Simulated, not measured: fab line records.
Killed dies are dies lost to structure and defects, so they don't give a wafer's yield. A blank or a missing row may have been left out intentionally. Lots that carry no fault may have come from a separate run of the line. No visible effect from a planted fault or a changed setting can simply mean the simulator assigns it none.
fab line records	flow n5_finfet
record: lots: 14	wafers: 42	last_day: 18
route steps=1938 shown PASS1_CAP@1873 TV_LITHO@1879 TV_OPEN@1889
lots with no fault: from the same line, run without faults
start_h: hours from the record's first day to the start of the lot's first wafer shown	wait_h: hours elapsed since this lot's preceding step	" repeats the value in the row above	L1.1+2: one row covering several wafers at once	- either no value or no given start	* or withheld: withheld	< > ~ a bound
route shown NAME@n: a module of which the file shows steps, and the number in the route of the first	usual: average and standard deviation across the fault-free wafers	same: alike in all rows	chamber/n: place in a boat	sites: the reading at each site	_std_site: how widely they spread, as a standard deviation	_edge_site: mean of outer sites minus mean of inner sites	radius_mm: for every site, how far away it sits from the centre of the wafer	mask NAME#n: copy n	behind: the most recent tool/chamber to have shaped the wafer	hold: the reason the lot was held/the length of the hold in hours/how it ended	device: names the non-switching transistor (n, p or np)	end of line: tests of these same wafers at the route's end	for a step that has no rows: nothing shown but its recipe	killed: count of dies lost to structure and defects at first sort (not the wafer's yield)	map: a wafer's dies, marking killed ones x, the rest . and places with no die _
set.NAME: the setting that was run; set.NAME@STEP: the one run at that earlier step	model.NAME: the simulator's own value behind a step, which no gauge read
one table for each step of the route and one row for each wafer, over a sample of lots
services: from which hour (start_h, from the record's first day; less than 0 if before it) a tool's chamber was out of use, for how many hours, and why
== steps ==
step: N5_PASSIVATION_PECVD_55
recipe: material: SiO2	target_thk_a: 4000	temp_c: 400	precursor: SiH4/N2O	pressure_torr: 2.7	rf_w: 608	time_s: 22.5
usual: heater_power_w: 710/100	showerhead_plenum_p_Torr: 8.21/0.073	throttle_valve_pct: 52/3.1
lot.wafer	tool	chamber	start_h	wait_h	heater_power_w	showerhead_plenum_p_Torr	throttle_valve_pct
L768.3	pecvd-04	1	253.30	0.0	705	8.10	54
L768.5	"	0	"	"	744	8.27	57
L768.6	"	1	"	"	726	8.11	54
L769.2	pecvd-01	1	269.23	0.0	676	8.25	54
L769.5	"	0	"	"	950	8.14	49
L769.6	"	1	"	"	718	8.24	54
L773.1	pecvd-03	2	285.39	0.0	667	8.25	47
L773.4	"	1	"	"	670	8.10	50
L773.6	"	1	"	"	680	8.09	50
L772.3	pecvd-01	1	285.60	0.0	770	8.24	54
L772.4	"	1	"	"	768	8.22	53
L772.6	"	2	"	"	614	8.21	49
L776.2	pecvd-04	2	307.29	0.0	578	8.24	49
L776.3	"	0	"	"	608	8.27	56
L776.6	"	2	"	"	622	8.24	49
L777.1	pecvd-01	0	312.38	0.0	994	8.17	50
L777.3	"	1	"	"	773	8.24	53
L777.6	"	2	"	"	611	8.23	49
L780.2	pecvd-04	1	326.29	0.0	798	8.09	54
L780.4	"	1	"	"	828	8.10	54
L780.6	"	2	"	"	707	8.24	50
L781.1	pecvd-01	1	341.29	0.0	797	8.25	53
L781.2	"	0	"	"	990	8.12	49
L781.3	"	2	"	"	540	8.20	50
L783.1	pecvd-04	1	355.19	0.0	850	8.09	54
L783.3	"	2	"	"	622	8.22	49
L783.4	"	1	"	"	862	8.09	54
L785.3	pecvd-04	2	360.64	0.0	567	8.22	50
L785.4	"	1	"	"	811	8.09	54
L785.6	"	2	"	"	624	8.24	49
L784.2	pecvd-04	2	377.40	0.0	583	8.24	49
L784.3	"	0	"	"	730	8.27	57
L784.5	"	2	"	"	634	8.25	50
L786.2	pecvd-04	2	385.38	0.0	666	8.25	49
L786.4	"	0	"	"	713	8.27	57
L786.6	"	2	"	"	736	8.22	50
L788.1	pecvd-03	2	391.74	0.0	776	8.25	47
L788.2	"	1	"	"	535	8.13	50
L788.3	"	0	"	"	645	8.30	53
L790.2	pecvd-03	0	412.91	0.0	687	8.32	54
L790.3	"	1	"	"	591	8.09	51
L790.5	"	2	"	"	733	8.25	47
step: N5_PASSIVATION_EXPOSE_07
recipe: mask_id: TV	na: 0.55	source_shape: conventional	sigma_outer: 0.8	polarization: unpolarized	defocus_nm: 0	target_cd_nm: 3000	dose_mj: 22.75
usual: exposure_dose_mJ_cm2: 22.754/0.02	focus_offset_nm: 0.1/0.46	sigma_outer: 0.8/0
lot.wafer	tool	chamber	start_h	wait_h	mask	exposure_dose_mJ_cm2	focus_offset_nm	sigma_outer
L768.3	krf_scanner-01	0	255.91	-	TV#0	22.742	0.8	0.8
L768.5	"	0	"	"	TV#0	22.719	0.5	0.8
L768.6	"	0	"	"	TV#0	22.729	0.5	0.8
L769.2	krf_scanner-01	0	269.46	-	TV#0	22.754	0.4	0.8
L769.5	"	0	"	"	TV#0	22.756	-0.4	0.8
L769.6	"	0	"	"	TV#0	22.758	-0.7	0.8
L773.1	krf_scanner-01	-	285.80	-	TV#0	-	-	-
L773.4	"	-	"	"	TV#0	-	-	-
L773.6	"	-	"	"	TV#0	-	-	-
L772.3	krf_scanner-01	-	287.71	-	TV#0	-	-	-
L772.4	"	-	"	"	TV#0	-	-	-
L772.6	"	-	"	"	TV#0	-	-	-
L776.2	krf_scanner-02	0	308.13	-	TV#0	22.746	-0.1	0.8
L776.3	"	0	"	"	TV#0	22.780	-0.1	0.8
L776.6	"	0	"	"	TV#0	22.803	-0.6	0.8
L777.1	krf_scanner-02	0	312.60	-	TV#0	22.762	0.2	0.8
L777.3	"	0	"	"	TV#0	22.758	0.5	0.8
L777.6	"	0	"	"	TV#0	22.760	0.3	0.8
L780.2	krf_scanner-01	0	326.65	-	TV#0	22.793	-0.5	0.8
L780.4	"	0	"	"	TV#0	22.778	0.3	0.8
L780.6	"	0	"	"	TV#0	22.749	0.1	0.8
L781.1	krf_scanner-01	0	341.83	-	TV#0	22.724	-0.4	0.8
L781.2	"	0	"	"	TV#0	22.748	0.5	0.8
L781.3	"	0	"	"	TV#0	22.745	-0.2	0.8
L783.1	krf_scanner-02	0	356.91	-	TV#0	22.738	0.9	0.8
L783.3	"	0	"	"	TV#0	22.771	0.0	0.8
L783.4	"	0	"	"	TV#0	22.753	0.5	0.8
L785.3	krf_scanner-02	0	362.18	-	TV#0	22.754	0.0	0.8
L785.4	"	0	"	"	TV#0	22.773	0.2	0.8
L785.6	"	0	"	"	TV#0	22.763	0.6	0.8
L784.2	krf_scanner-01	0	377.87	-	TV#0	22.752	0.5	0.8
L784.3	"	0	"	"	TV#0	22.760	0.4	0.8
L784.5	"	0	"	"	TV#0	22.757	0.6	0.8
L786.2	krf_scanner-01	0	385.93	-	TV#0	22.744	0.5	0.8
L786.4	"	0	"	"	TV#0	22.768	0.9	0.8
L786.6	"	0	"	"	TV#0	22.768	0.0	0.8
L788.1	krf_scanner-01	0	393.01	-	TV#0	22.753	-0.6	0.8
L788.2	"	0	"	"	TV#0	22.747	-0.4	0.8
L788.3	"	0	"	"	TV#0	22.735	0.0	0.8
L790.2	krf_scanner-01	0	413.29	-	TV#0	22.793	-0.5	0.8
L790.3	"	0	"	"	TV#0	22.761	0.4	0.8
L790.5	"	0	"	"	TV#0	22.766	-0.1	0.8
step: N5_PASSIVATION_OVL_MEAS_60
recipe: points_per_wafer: 44
usual: TV_OVL: 2/5.6
lot.wafer	tool	chamber	start_h	wait_h	TV_OVL[nm]
L768.3	overlay-02	0	256.11	0.0	6
L768.5	"	0	"	"	1
L768.6	"	0	"	"	2
L769.2	overlay-02	0	269.66	0.0	8
L769.5	"	0	"	"	3
L769.6	"	0	"	"	-1
L773.1	overlay-02	0	286.01	0.0	-
L773.4	"	0	"	"	-
L773.6	"	0	"	"	-
L772.3	overlay-02	0	287.91	0.0	-
L772.4	"	0	"	"	-
L772.6	"	0	"	"	-
L776.2	overlay-02	0	308.33	0.0	7
L776.3	"	0	"	"	-3
L776.6	"	0	"	"	4
L777.1	overlay-02	0	312.81	0.0	6
L777.3	"	0	"	"	-2
L777.6	"	0	"	"	3
L780.2	overlay-01	0	326.85	0.0	1
L780.4	"	0	"	"	-5
L780.6	"	0	"	"	0
L781.1	overlay-01	0	342.04	0.0	-4
L781.2	"	0	"	"	-4
L781.3	"	0	"	"	-6
L783.1	overlay-01	0	357.12	0.0	4
L783.3	"	0	"	"	0
L783.4	"	0	"	"	11
L785.3	overlay-02	0	362.38	0.0	6
L785.4	"	0	"	"	-6
L785.6	"	0	"	"	2
L784.2	overlay-02	0	378.08	0.0	7
L784.3	"	0	"	"	1
L784.5	"	0	"	"	5
L786.2	overlay-02	0	386.13	0.0	6
L786.4	"	0	"	"	4
L786.6	"	0	"	"	9
L788.1	overlay-02	0	393.22	0.0	6
L788.2	"	0	"	"	11
L788.3	"	0	"	"	6
L790.2	overlay-02	0	413.49	0.0	9
L790.3	"	0	"	"	-1
L790.5	"	0	"	"	-8
step: N5_PASSIVATION_STRIP_14
recipe: chemistry: O2	power_w: 600	temp_c: 60	pressure_mtorr: 30	rf_frequency_hz: 6e+07	bias_power_w: 0	overash_fraction: 0.5	o2_flow_sccm: 225
usual: drypump_motor_current_A: 5.9/0.46	oes_product_au: 0.78/0.094	rf_vpp_V: 3.6/0.89	showerhead_plenum_p_Torr: 2.07/0.088	throttle_valve_pct: 16.71/0.3
lot.wafer	tool	chamber	start_h	wait_h	drypump_motor_current_A	oes_product_au	rf_hours_counter_h	rf_vpp_V	showerhead_plenum_p_Torr	throttle_valve_pct
L768.3	rie_diel-03	3	256.52	0.1	5.8	0.76	137	2.7	1.99	16.27
L768.5	"	3	"	"	5.8	0.77	-	2.7	1.99	16.25
L768.6	"	2	"	"	6.2	0.68	-	3.9	2.12	16.76
L769.2	rie_diel-03	2	270.15	0.1	6.2	0.67	229	3.5	2.12	16.77
L769.5	"	1	"	"	6.8	0.67	-	2.9	1.99	17.13
L769.6	"	0	"	"	5.8	0.73	-	5.7	2.18	17.09
L776.2	rie_diel-03	3	308.74	0.1	5.8	0.75	150	3.5	1.98	16.25
L776.3	"	0	"	"	5.7	0.73	194	3.8	2.17	17.10
L776.6	"	1	"	"	6.8	0.66	-	2.5	1.99	17.11
L777.1	rie_diel-03	2	313.37	0.1	6.2	0.67	240	4.9	2.12	16.79
L777.3	"	1	"	"	6.8	0.66	237	3.5	1.99	17.15
L777.6	"	3	"	"	5.8	0.75	-	4.3	1.98	16.29
L780.2	rie_diel-01	2	327.57	0.1	5.4	0.69	233	2.3	2.18	17.02
L780.4	"	3	"	"	5.4	0.75	184	3.2	2.08	17.04
L780.6	"	1	"	"	5.5	0.87	-	4.8	2.11	16.56
L781.1	rie_diel-06	1	342.51	0.1	6.5	0.82	82	2.2	2.18	16.52
L781.2	"	2	"	"	5.6	0.91	33	2.3	2.04	16.87
L781.3	"	3	"	"	5.9	0.73	175	3.8	1.91	16.45
L783.1	rie_diel-01	1	357.76	0.1	5.5	0.85	52	4.2	2.10	16.59
L783.3	"	3	"	"	5.4	0.73	192	3.8	2.08	17.04
L783.4	"	0	"	"	5.5	0.92	15	3.8	2.06	16.59
L785.3	rie_diel-01	1	362.80	0.1	5.5	0.85	53	1.8	2.10	16.58
L785.4	"	3	"	"	5.4	0.72	192	4.0	2.08	17.08
L785.6	"	2	"	"	5.4	0.67	-	4.8	2.18	17.08
L784.2	rie_diel-03	2	378.49	0.1	6.2	0.96	5	2.7	2.11	16.34
L784.3	"	3	"	"	5.8	0.73	173	4.3	1.98	16.35
L784.5	"	2	"	"	6.3	0.99	-	4.4	2.11	16.39
L786.2	rie_diel-01	3	386.60	0.1	5.4	0.70	200	3.0	2.07	17.07
L786.4	"	0	"	"	5.5	0.90	-	3.8	2.06	16.59
L786.6	"	1	"	"	5.5	0.84	-	3.3	2.10	16.59
L788.1	rie_diel-01	3	394.07	0.2	5.4	0.72	204	2.4	2.07	17.10
L788.2	"	0	"	"	5.5	0.88	27	1.8	2.06	16.61
L788.3	"	3	"	"	5.4	0.71	-	4.6	2.07	17.08
L790.2	rie_diel-03	3	414.16	0.1	5.8	0.73	184	2.9	1.97	16.32
L790.3	"	0	"	"	5.7	0.70	229	4.8	2.16	17.15
L790.5	"	3	"	"	5.8	0.73	-	3.9	1.97	16.31
== services ==
tool	chamber	start_h	hours	kind
pecvd-01	-	238.21	2.8	pm
pecvd-01	-	243.67	0.6	repair
krf_scanner-02	-	254.55	0.4	repair
krf_scanner-02	-	265.45	2.7	repair
krf_scanner-01	0	268.05	-	calibration
krf_scanner-01	-	275.63	1.0	pm
pecvd-03	0	283.70	23.4	repair
pecvd-04	-	285.18	6.0	pm
rie_diel-01	1	293.98	4.3	repair
rie_diel-03	-	297.78	2.8	pm
krf_scanner-02	-	326.83	0.8	pm
rie_diel-01	-	333.66	2.8	pm
pecvd-03	-	338.65	6.0	pm
krf_scanner-02	-	338.83	0.4	repair
krf_scanner-01	-	346.93	1.9	repair
krf_scanner-01	-	355.21	0.8	pm
krf_scanner-01	-	357.44	1.3	pm
rie_diel-06	2	371.77	13.6	repair
krf_scanner-02	-	374.84	1.0	pm
krf_scanner-02	-	376.73	2.3	repair
krf_scanner-02	-	379.91	1.3	pm
rie_diel-01	1	388.45	10.8	repair
pecvd-01	-	408.17	2.4	repair
pecvd-01	-	412.99	2.0	repair
== key ==
first_sign: step: N5_PASSIVATION_EXPOSE_07	reading: tool_record	direction: missing
effect none on later readings
met_at N5_PASSIVATION_EXPOSE_07
struck_lots L772,L773
later_rows_left_out L772.3,L772.4,L772.6,L773.1,L773.4,L773.6
sort_left_out L772.3,L772.4,L772.6,L773.1,L773.4,L773.6
not_acting_at N5_PASSIVATION_PECVD_55,N5_PASSIVATION_OVL_MEAS_60,N5_PASSIVATION_STRIP_14
onset_between 269.46 285.80
fault: kind: skipped_step_whole	tool: krf_scanner-01,krf_scanner-02	chamber: -	onset_h: 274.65	steps: N5_PASSIVATION_EXPOSE_07	scope: struck_lots_only
sort_left_out: the simulated sort isn't trusted on such a fault, so these wafers' sort isn't shown, and their yield isn't known
later_rows_left_out: the simulator's readings of these wafers behind a module that went badly wrong aren't trusted and aren't shown, but for the sort
